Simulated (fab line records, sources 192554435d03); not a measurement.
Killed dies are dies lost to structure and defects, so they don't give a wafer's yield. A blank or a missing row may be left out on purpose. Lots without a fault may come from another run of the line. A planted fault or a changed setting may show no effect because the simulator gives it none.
Problem report in the 8D (eight disciplines) form, filled by code | flow n5_finfet | the parts of the form that need people (team, actions taken, sign-off) are left out

1. THE PROBLEM
spin_speed_rpm at N5_BEOL_M9_COAT_75 reads a mean of 1331.7 rpm on 6 wafers of 2 lots; wafers without a fault read 1499.9 rpm with a standard deviation of 1.1. That is -99 or more standard deviations from the usual mean.
The step: time 60 s, resist thk 5 nm.
First seen on wafer L684.1, day 12 02:03, on litho_track-04. The record holds 36 wafers of 12 lots with a number at this step. Rule for "out", or "out of limits": more than 4 standard deviations from the usual mean. The other wafers with a number count as sound.

2. WHAT IT IS AND WHAT IT IS NOT
question                    | is                     | is not
which readings at this step | spin_speed_rpm         | dispense_pressure_kPa
which lots                  | L684, L687             | L676, L678, L679, L685, L690, L691, L692, L695, L697, L699
which wafers of those lots  | all that have a number | -
read on which tools         | litho_track-04         | litho_track-03, litho_track-05
when                        | from day 12 02:03      | up to then (12 sound wafers); but 18 sound wafers of L690, L691, L692, L695, L697, L699 came after

3. SUSPECTS, AND WHAT RULES EACH OUT
Counting: a tool at a process step up to the reading stays a suspect if it ran every lot that is out and no sound lot after the first of them.
- litho_track-04 at N5_BEOL_M9_COAT_75 (time 60 s, resist thk 5 nm): ruled out as a lasting fault. Sound lots L697 ran on it after its first lot that is out, L684 (day 12 02:03).
Left after counting: nothing in the record.

4. THE CAUSE (what the simulator had put in)
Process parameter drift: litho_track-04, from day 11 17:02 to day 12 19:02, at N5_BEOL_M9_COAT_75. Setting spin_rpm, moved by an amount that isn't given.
Counting ruled it out, wrongly.

5. THE CHAIN OF EFFECTS, in route order
Each row: a reading whose mean over the struck wafers that have a number lies more than 3 standard deviations from the usual. Only readings for which the record gives a usual standard deviation are gone through. hours: the time from each lot's start at the first step in this table that gives one to its start at this step, as a median over the lots. sigmas: the change in usual standard deviations.
hours | step               | reading        | usual      | on struck wafers | change | sigmas
0     | N5_BEOL_M9_COAT_75 | spin_speed_rpm | 1499.9 rpm | 1331.7           | -168.2 | -99 or more
The process steps in it:
- N5_BEOL_M9_COAT_75: time 60 s, resist thk 5 nm.
Later measuring or inspecting steps at which every struck wafer that the step has a row for has a number for every such reading, and none has moved that far: N5_BEOL_M9_INSPECT_30.

6. WHAT WOULD HAVE CAUGHT IT SOONER
In this record the first reading out of limits was taken at day 12 02:03, 9 hours after the fault began at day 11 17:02.
